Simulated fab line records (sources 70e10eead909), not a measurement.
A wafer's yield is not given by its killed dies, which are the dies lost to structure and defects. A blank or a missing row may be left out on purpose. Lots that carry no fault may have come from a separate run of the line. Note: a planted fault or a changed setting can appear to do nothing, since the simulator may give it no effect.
fab line records	flow nandHarc
record lots=14	wafers=42	lastDay=34
route steps=1302 shown A_M0@1159 THIN_TSV@1259 END@1302
lots untouched by any fault: they come from a run of this same line in which no faults occurred
startH: hours from the record's opening day to when the first of the lot's shown wafers began	waitH: hours since the lot's step before	" unchanged from the row above	L1.1+2: several wafers, shown together as one row	- no value, or no start was given	* or withheld: withheld	< > ~ a bound
route shown NAME@n: NAME is a module with steps in the file, n the number in the route of the first one	usual: mean and standard deviation over wafers with no fault	same: alike in all rows	chamber/n: place in a boat	sites: per-site readings	_std_site: how widely they spread, as a standard deviation	_edge_site: outer sites' mean less inner sites'	radiusMm: for every site, how far away it sits from the centre of the wafer	mask NAME#n: copy n	behind: the most recent tool/chamber to have shaped the wafer	hold: what put the lot on hold/how long, in hours/how the hold closed	device: transistor that didn't switch, given as n, p or np	end of line: at the end of the route, the tests of the same wafers	a step without rows: its recipe alone	killed: dies lost to structure and defects at the first sort, not the wafer's yield	map: shows each die of a wafer: x if killed, . if not, _ if none is there
set.NAME: the setting that was run; set.NAME@STEP: the one run at that earlier step	model.NAME: the simulator's own value behind a step, which no gauge read
steps of the route over a sample of lots; a table a step, a row a wafer
services: a tool's chamber out of use, with start hour (startH, from the record's first day; less than 0 if before it), hours out, and reason
## steps
# step NHARC_A_M0_PVD_21
# recipe targetThkA=300	chamberPressurePa=5	powerW=5000	substrateTempC=30	timeS=20.49	material=Cu
# usual throttleValvePct=30.5/0.89
lot.wafer	tool	chamber	startH	waitH	throttleValvePct
L174.3	pvdSputter-02	-	512.87	-	31.0
L174.2	"	-	"	"	30.2
L174.1	"	-	"	"	29.9
L175.2	pvdSputter-02	-	538.17	-	31.1
L175.3	"	-	"	"	30.8
L175.6	"	-	"	"	30.8
L176.1	pvdSputter-02	-	538.88	-	30.7
L176.5	"	-	"	"	30.9
L176.6	"	-	"	"	30.7
L179.1	pvdSputter-02	-	556.44	-	29.8
L179.6	"	-	"	"	30.6
L179.5	"	-	"	"	30.9
L181.2	pvdSputter-02	-	577.65	-	29.5
L181.3	"	-	"	"	30.8
L181.4	"	-	"	"	31.0
L180.4	pvdSputter-01	-	595.31	-	30.3
L180.1	"	-	"	"	30.5
L180.5	"	-	"	"	30.7
L182.2	pvdSputter-03	-	611.56	-	31.7
L182.3	"	-	"	"	30.6
L182.5	"	-	"	"	31.6
L184.2	pvdSputter-01	-	616.80	-	30.7
L184.1	"	-	"	"	32.5
L184.6	"	-	"	"	30.9
L183.4	pvdSputter-03	-	625.37	-	30.3
L183.1	"	-	"	"	31.7
L183.2	"	-	"	"	30.5
L186.1	pvdSputter-02	-	631.99	-	29.9
L186.4	"	-	"	"	31.0
L186.5	"	-	"	"	30.7
L192.2	pvdSputter-02	-	698.64	-	30.4
L192.5	"	-	"	"	30.4
L192.6	"	-	"	"	30.1
L193.1	pvdSputter-02	-	717.34	-	30.1
L193.4	"	-	"	"	29.8
L193.5	"	-	"	"	30.3
L196.4	pvdSputter-01	-	748.12	-	30.4
L196.6	"	-	"	"	30.4
L196.5	"	-	"	"	30.5
L197.1	pvdSputter-03	-	770.51	-	31.7
L197.4	"	-	"	"	29.9
L197.2	"	-	"	"	30.8
# step NHARC_THIN_TSV_CD_MEAS_12
# recipe targetCdNm=1000	landingEnergyEv=500
# usual cdNm=999.7/1.4
lot.wafer	tool	chamber	startH	waitH	cdNm
L174.1	cdSem-03	0	532.97	-	998.6
L174.2	"	0	"	"	999.4
L174.3	"	0	"	"	997.4
L175.2	cdSem-03	0	563.31	-	997.8
L175.3	"	0	"	"	998.4
L175.6	"	0	"	"	998.2
L176.1	cdSem-01	0	564.45	-	1000.6
L176.5	"	0	"	"	1001.3
L176.6	"	0	"	"	1002.9
L179.1	cdSem-02	0	578.74	-	999.6
L179.5	"	0	"	"	1001.0
L179.6	"	0	"	"	1000.1
L181.2	cdSem-03	0	702.67	-	1000.7
L181.3	"	0	"	"	1000.3
L181.4	"	0	"	"	999.5
L180.1	cdSem-01	0	704.03	-	1000.0
L180.4	"	0	"	"	1001.3
L180.5	"	0	"	"	1000.7
L182.2	cdSem-01	0	705.23	-	1000.4
L182.3	"	0	"	"	999.5
L182.5	"	0	"	"	1001.1
L184.1	cdSem-02	0	706.45	-	999.9
L184.2	"	0	"	"	1001.6
L184.6	"	0	"	"	1002.6
L183.1	cdSem-02	0	707.63	-	1000.0
L183.2	"	0	"	"	1000.1
L183.4	"	0	"	"	1001.0
L186.1	cdSem-01	0	708.86	-	1000.1
L186.4	"	0	"	"	1000.3
L186.5	"	0	"	"	999.3
L192.2	cdSem-02	0	727.58	-	998.4
L192.5	"	0	"	"	999.6
L192.6	"	0	"	"	1001.1
L193.1	cdSem-02	0	747.14	-	1002.0
L193.4	"	0	"	"	1001.0
L193.5	"	0	"	"	1002.0
L196.4	cdSem-02	0	770.27	-	1001.1
L196.5	"	0	"	"	997.0
L196.6	"	0	"	"	999.6
L197.1	cdSem-02	0	792.80	-	1001.2
L197.2	"	0	"	"	1000.1
L197.4	"	0	"	"	999.7
# step NHARC_THIN_TSV_PVD_19
# recipe targetThkA=200	chamberPressurePa=5	material=TaN
# usual throttleValvePct=30.6/0.99
lot.wafer	tool	chamber	startH	waitH	throttleValvePct
L174.3	pvdSputter-02	-	-	-	30.6
L174.2	"	-	"	"	30.6
L174.1	"	-	"	"	29.8
L175.2	pvdSputter-01	-	-	-	32.6
L175.3	"	-	"	"	30.8
L175.6	"	-	"	"	32.9
L176.1	pvdSputter-01	-	-	-	32.9
L176.5	"	-	"	"	32.7
L176.6	"	-	"	"	29.3
L179.1	pvdSputter-02	-	-	-	30.0
L179.5	"	-	"	"	31.0
L179.6	"	-	"	"	30.5
L181.2	pvdSputter-01	-	-	-	32.7
L181.4	"	-	"	"	28.7
L181.3	"	-	"	"	30.5
L180.4	pvdSputter-02	-	-	-	30.5
L180.1	"	-	"	"	31.1
L180.5	"	-	"	"	30.4
L182.3	pvdSputter-01	-	-	-	30.9
L182.2	"	-	"	"	32.5
L182.5	"	-	"	"	30.6
L184.1	pvdSputter-01	-	-	-	28.8
L184.2	"	-	"	"	32.3
L184.6	"	-	"	"	29.0
L183.4	pvdSputter-01	-	-	-	30.3
L183.2	"	-	"	"	30.6
L183.1	"	-	"	"	32.4
L186.1	pvdSputter-02	-	-	-	30.4
L186.4	"	-	"	"	30.7
L186.5	"	-	"	"	30.4
L192.2	pvdSputter-01	-	-	-	28.5
L192.5	"	-	"	"	32.3
L192.6	"	-	"	"	29.1
L193.4	pvdSputter-01	-	-	-	28.8
L193.1	"	-	"	"	32.5
L193.5	"	-	"	"	29.1
L196.4	pvdSputter-03	-	-	-	30.5
L196.5	"	-	"	"	29.9
L196.6	"	-	"	"	30.9
L197.1	pvdSputter-02	-	-	-	30.8
L197.4	"	-	"	"	30.3
L197.2	"	-	"	"	29.8
# step NHARC_END_SORT_01
# recipe tempC=25
# usual defectLimitedYield=89.9/2.6	killedAtArray=63/18	killedAtOther=1.1/1.3	killedAtPeriphery=4.3/2.8	killedDies=68/18	killedOpen=3.3/2	killedShort=2.4/1.6
# same grossDies=677
lot.wafer	tool	chamber	startH	waitH	defectLimitedYield[%]	killedAtArray	killedAtOther	killedAtPeriphery	killedDies	killedOpen	killedShort
L179.1	prober-01	0	600.04	2.5	87.1	80	1	6	87	2	2
L179.5	prober-01	0	603.25	3.7	90.0	64	0	4	68	1	3
L179.6	prober-01	0	604.05	4.0	88.5	73	0	5	78	6	2
L180.1	prober-01	0	721.26	2.5	88.0	72	1	8	81	4	2
L180.4	prober-01	0	723.63	3.4	89.2	64	1	8	73	1	1
L180.5	prober-01	0	724.42	3.7	87.4	76	0	9	85	3	1
L184.1	prober-02	0	721.28	2.5	86.9	81	5	3	89	4	2
L184.2	prober-02	0	722.08	2.8	85.1	94	4	3	101	2	7
L184.6	prober-02	0	725.28	4.0	84.9	92	5	5	102	5	1
L183.1	prober-01	0	728.97	2.5	96.0	20	1	6	27	2	5
L183.2	prober-01	0	729.76	2.8	96.5	17	0	7	24	5	2
L183.4	prober-01	0	731.35	3.4	95.6	22	1	7	30	2	4
L181.2	prober-02	0	729.89	2.8	89.8	65	3	1	69	6	2
L181.3	prober-02	0	730.68	3.1	87.3	82	4	0	86	2	7
L181.4	prober-02	0	731.47	3.4	89.7	65	2	3	70	6	4
L186.1	prober-02	0	736.86	2.5	91.0	52	1	8	61	6	2
L186.4	prober-02	0	739.29	3.4	89.8	66	0	3	69	3	3
L186.5	prober-02	0	740.10	3.7	90.5	60	0	4	64	6	1
L182.2	prober-01	0	737.55	2.8	92.2	50	1	2	53	2	3
L182.3	prober-01	0	738.35	3.1	91.1	52	5	3	60	2	3
L182.5	prober-01	0	739.95	3.7	90.1	65	0	2	67	3	2
L192.2	prober-02	0	775.09	2.8	91.0	54	1	6	61	3	6
L192.5	prober-02	0	777.51	3.7	90.0	64	1	3	68	5	3
L192.6	prober-02	0	778.32	4.0	78.3	144	0	3	147	0	3
L193.1	prober-01	0	775.89	2.5	89.7	69	0	1	70	6	2
L193.4	prober-01	0	778.27	3.4	78.6	143	0	2	145	2	0
L193.5	prober-01	0	779.07	3.7	89.1	74	0	0	74	2	2
# killed by level:class
L179.1 A_CHANNEL_HOLE_D1:chamberFilmFlake=38 A_CHANNEL_HOLE_D2:chamberFilmFlake=31 A_STAIRCASE:chamberFilmFlake=4 P_M2:chamberFilmFlake=3 A_CONTACT:chamberFilmFlake=2 A_CHANNEL_HOLE_D2:geometricParticle:open=1 A_CHANNEL_FILL_D2:geometricParticle:short=1 A_CHANNEL_FILL_D2:geometricParticle:open=1
L179.5 A_CHANNEL_HOLE_D1:chamberFilmFlake=30 A_CHANNEL_HOLE_D2:chamberFilmFlake=26 P_M2:chamberFilmFlake=3 A_SLIT:chamberFilmFlake=2 A_ONON_D1:geometricParticle:short=1 A_CHANNEL_HOLE_D1:geometricParticle:short=1 A_CHANNEL_FILL_D1:geometricParticle:open=1 A_WL_FILL:geometricParticle:short=1
L179.6 A_CHANNEL_HOLE_D2:chamberFilmFlake=35 A_CHANNEL_HOLE_D1:chamberFilmFlake=31 A_CHANNEL_FILL_D1:geometricParticle:short=2 A_CONTACT:geometricParticle:open=2 P_STI:geometricParticle:open=1 P_GATE:geometricParticle:open=1 P_M0:geometricParticle:open=1 A_BLC:geometricParticle:open=1
L180.1 A_CHANNEL_HOLE_D1:chamberFilmFlake=28 A_CHANNEL_HOLE_D2:chamberFilmFlake=26 P_M1:chamberFilmFlake=5 A_STAIRCASE:chamberFilmFlake=3 A_SGD_CUT:chamberFilmFlake=3 A_CONTACT:chamberFilmFlake=2 A_SOURCE_PLATE:geometricParticle:open=1 A_ONON_D1:geometricParticle:short=1
L184.1 A_CHANNEL_HOLE_D1:chamberFilmFlake=37 A_SLIT:chamberFilmFlake=23 A_CHANNEL_HOLE_D2:chamberFilmFlake=7 THIN_TSV:chamberFilmFlake=5 A_STAIRCASE:chamberFilmFlake=3 P_ZERO_WELL:chamberFilmFlake=2 A_WL_FILL:chamberFilmFlake=2 A_ONON_D2:geometricParticle:short=1
L184.2 A_SLIT:chamberFilmFlake=38 A_CHANNEL_HOLE_D1:chamberFilmFlake=27 A_CHANNEL_HOLE_D2:chamberFilmFlake=12 A_STAIRCASE:chamberFilmFlake=3 THIN_TSV:chamberFilmFlake=3 P_BONDPAD:chamberFilmFlake=2 A_BONDPAD:chamberFilmFlake=2 A_ONON_D1:geometricParticle:short=1
L180.4 A_CHANNEL_HOLE_D2:chamberFilmFlake=28 A_CHANNEL_HOLE_D1:chamberFilmFlake=24 A_CONTACT:chamberFilmFlake=6 P_M1:chamberFilmFlake=4 P_GATE:chamberFilmFlake=3 A_SGD_CUT:chamberFilmFlake=3 A_WL_FILL:geometricParticle:open=1 A_BLC:geometricParticle:short=1
L180.5 A_CHANNEL_HOLE_D2:chamberFilmFlake=32 A_CHANNEL_HOLE_D1:chamberFilmFlake=28 P_M1:chamberFilmFlake=9 A_SLIT:chamberFilmFlake=3 A_CHANNEL_FILL_D1:geometricParticle:open=2 A_CHANNEL_FILL_D2:chamberFilmFlake=2 A_STAIRCASE:chamberFilmFlake=2 A_SGD_CUT:chamberFilmFlake=2
L184.6 A_CHANNEL_HOLE_D1:chamberFilmFlake=43 A_SLIT:chamberFilmFlake=31 A_CHANNEL_HOLE_D2:chamberFilmFlake=5 THIN_TSV:chamberFilmFlake=5 P_GATE:geometricParticle:open=2 A_WL_FILL:geometricParticle:open=2 P_M0:chamberFilmFlake=2 A_STAIRCASE:chamberFilmFlake=2
L183.1 A_CHANNEL_HOLE_D1:chamberFilmFlake=6 P_BONDPAD:chamberFilmFlake=4 A_STAIRCASE:chamberFilmFlake=4 A_WL_FILL:geometricParticle:short=3 P_STI:geometricParticle:short=1 P_M0:geometricParticle:open=1 A_ONON_D1:geometricParticle:short=1 A_WL_FILL:geometricParticle:open=1
L183.2 A_CHANNEL_HOLE_D1:chamberFilmFlake=3 A_CHANNEL_HOLE_D2:unspecified=3 A_ONON_D1:geometricParticle:open=2 P_ZERO_WELL:chamberFilmFlake=2 A_STAIRCASE:chamberFilmFlake=2 P_STI:geometricParticle:open=1 P_M0:geometricParticle:open=1 A_CHANNEL_FILL_D1:geometricParticle:short=1
L181.2 A_CHANNEL_HOLE_D2:chamberFilmFlake=34 A_SLIT:chamberFilmFlake=18 A_M1:geometricParticle:open=2 A_CHANNEL_HOLE_D1:chamberFilmFlake=2 A_CONTACT:chamberFilmFlake=2 THIN_TSV:chamberFilmFlake=2 A_ONON_D1:geometricParticle:open=1 A_CHANNEL_FILL_D1:geometricParticle:open=1
L181.3 A_SLIT:chamberFilmFlake=35 A_CHANNEL_HOLE_D2:chamberFilmFlake=31 A_WL_FILL:geometricParticle:short=4 THIN_TSV:chamberFilmFlake=4 A_STAIRCASE:chamberFilmFlake=3 A_CHANNEL_HOLE_D1:chamberFilmFlake=2 A_CHANNEL_FILL_D1:geometricParticle:short=1 A_DECK1_JOINT:geometricParticle:short=1
L183.4 A_CHANNEL_HOLE_D1:chamberFilmFlake=6 P_BONDPAD:chamberFilmFlake=5 A_STAIRCASE:chamberFilmFlake=5 A_SLIT:chamberFilmFlake=3 P_M0:geometricParticle:short=2 A_CHANNEL_HOLE_D2:unspecified=2 A_ONON_D1:geometricParticle:short=1 A_DECK1_JOINT:geometricParticle:open=1
L181.4 A_CHANNEL_HOLE_D2:chamberFilmFlake=28 A_SLIT:chamberFilmFlake=20 A_CHANNEL_HOLE_D1:chamberFilmFlake=3 A_DECK1_JOINT:chamberFilmFlake=3 THIN_TSV:chamberFilmFlake=2 P_GATE:geometricParticle:open=1 P_M0:geometricParticle:open=1 A_CHANNEL_HOLE_D1:geometricParticle:short=1
L186.1 A_SLIT:chamberFilmFlake=26 A_CHANNEL_HOLE_D2:chamberFilmFlake=10 A_CONTACT:chamberFilmFlake=7 P_M1:geometricParticle:open=2 P_CONTACT:chamberFilmFlake=2 A_CHANNEL_HOLE_D1:chamberFilmFlake=2 P_CONTACT:geometricParticle:open=1 A_ONON_D2:geometricParticle:short=1
L182.2 A_CHANNEL_HOLE_D1:chamberFilmFlake=28 A_CHANNEL_HOLE_D2:chamberFilmFlake=7 A_CONTACT:chamberFilmFlake=4 A_M0:chamberFilmFlake=3 A_CHANNEL_HOLE_D2:geometricParticle:short=2 A_ONON_D2:geometricParticle:open=1 A_M1:geometricParticle:open=1 P_ZERO_WELL:chamberFilmFlake=1
L182.3 A_CHANNEL_HOLE_D1:chamberFilmFlake=32 A_CHANNEL_HOLE_D2:chamberFilmFlake=7 THIN_TSV:chamberFilmFlake=5 A_CONTACT:chamberFilmFlake=4 A_M0:chamberFilmFlake=2 P_CONTACT:geometricParticle:open=1 A_ONON_D2:geometricParticle:short=1 A_CHANNEL_FILL_D2:geometricParticle:short=1
L186.4 A_SLIT:chamberFilmFlake=34 A_CONTACT:chamberFilmFlake=8 A_CHANNEL_HOLE_D2:chamberFilmFlake=7 A_CHANNEL_HOLE_D1:chamberFilmFlake=6 A_STAIRCASE:chamberFilmFlake=3 A_WL_FILL:chamberFilmFlake=3 P_CONTACT:geometricParticle:short=1 A_ONON_D1:geometricParticle:open=1
L182.5 A_CHANNEL_HOLE_D1:chamberFilmFlake=33 A_CHANNEL_HOLE_D2:chamberFilmFlake=18 A_CONTACT:chamberFilmFlake=5 A_CHANNEL_FILL_D2:geometricParticle:short=2 A_CHANNEL_FILL_D2:geometricParticle:open=2 A_CHANNEL_FILL_D1:chamberFilmFlake=2 A_WL_FILL:geometricParticle:open=1 P_ZERO_WELL:chamberFilmFlake=1
L186.5 A_SLIT:chamberFilmFlake=29 A_CHANNEL_HOLE_D2:chamberFilmFlake=13 A_CONTACT:chamberFilmFlake=9 A_CHANNEL_HOLE_D1:chamberFilmFlake=3 P_CONTACT:geometricParticle:open=2 P_GATE:geometricParticle:open=1 P_M2:geometricParticle:open=1 A_CHANNEL_HOLE_D2:geometricParticle:open=1
L192.2 A_CHANNEL_HOLE_D1:chamberFilmFlake=32 A_STAIRCASE:chamberFilmFlake=6 A_SLIT:chamberFilmFlake=5 P_M0:geometricParticle:short=2 A_ONON_D1:geometricParticle:short=2 P_BONDPAD:chamberFilmFlake=2 A_DECK1_JOINT:chamberFilmFlake=2 A_WL_FILL:chamberFilmFlake=2
L193.1 A_SLIT:chamberFilmFlake=24 A_CHANNEL_HOLE_D2:chamberFilmFlake=18 A_CHANNEL_HOLE_D1:chamberFilmFlake=8 A_DECK1_JOINT:chamberFilmFlake=4 A_WL_FILL:chamberFilmFlake=3 A_ONON_D1:geometricParticle:open=1 A_ONON_D2:geometricParticle:open=1 A_CHANNEL_HOLE_D2:geometricParticle:open=1
L192.5 A_CHANNEL_HOLE_D1:chamberFilmFlake=36 A_CHANNEL_HOLE_D2:chamberFilmFlake=8 A_SLIT:chamberFilmFlake=5 A_STAIRCASE:chamberFilmFlake=3 A_ONON_D1:geometricParticle:open=2 A_ONON_D1:geometricParticle:short=2 P_BONDPAD:chamberFilmFlake=2 A_DECK1_JOINT:chamberFilmFlake=2
L193.4 A_M0:unspecified=88 A_SLIT:chamberFilmFlake=22 A_CHANNEL_HOLE_D2:chamberFilmFlake=17 A_CHANNEL_HOLE_D1:chamberFilmFlake=9 A_WL_FILL:chamberFilmFlake=3 P_BONDPAD:chamberFilmFlake=2 A_CHANNEL_FILL_D1:geometricParticle:open=1 A_ONON_D2:geometricParticle:open=1
L192.6 A_M0:unspecified=91 A_CHANNEL_HOLE_D1:chamberFilmFlake=31 A_STAIRCASE:chamberFilmFlake=6 A_SLIT:chamberFilmFlake=6 A_CHANNEL_HOLE_D2:chamberFilmFlake=3 A_WL_FILL:chamberFilmFlake=3 P_BONDPAD:chamberFilmFlake=2 A_CHANNEL_FILL_D1:geometricParticle:short=1
L193.5 A_SLIT:chamberFilmFlake=34 A_CHANNEL_HOLE_D2:chamberFilmFlake=21 A_CHANNEL_HOLE_D1:chamberFilmFlake=8 A_CHANNEL_FILL_D1:chamberFilmFlake=2 A_DECK1_JOINT:chamberFilmFlake=2 A_WL_FILL:chamberFilmFlake=2 A_CHANNEL_HOLE_D1:geometricParticle:open=1 A_ONON_D2:geometricParticle:short=1
## services
tool	chamber	startH	hours	kind
pvdSputter-03	-	526.04	10.0	pm
pvdSputter-01	-	534.15	0.6	repair
pvdSputter-01	-	584.46	10.0	pm
pvdSputter-02	-	623.66	1.9	repair
pvdSputter-02	-	638.31	10.0	pm
pvdSputter-03	-	704.04	10.0	pm
pvdSputter-03	-	730.93	4.5	repair
pvdSputter-03	-	759.40	1.8	repair
pvdSputter-01	-	762.46	10.0	pm
pvdSputter-01	-	772.59	4.1	repair
## key
firstSign step=NHARC_END_SORT_01	reading=killedAtArray	direction=up	sigmas=4.6	usual=63	struck=144
effect step=NHARC_END_SORT_01	reading=defectLimitedYield	direction=down	sigmas=4.3	usual=89.9	struck=78.4
moreKillsBornAt NHARC_A_M0_PVD_21@pvdSputter-02=179
metAt NHARC_A_M0_PVD_21
struckLots L192,L193
struckWafers L192.6,L193.4
notActingAt NHARC_THIN_TSV_CD_MEAS_12,NHARC_THIN_TSV_PVD_19
onsetBetween 631.99 698.64
fault kind=chamberParticleSource	tool=pvdSputter-02	chamber=-	onsetH=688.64	steps=NHARC_A_M0_PVD_21	ratePerVisitCm2=1.1327	endH=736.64	scope=struckWafersOnly
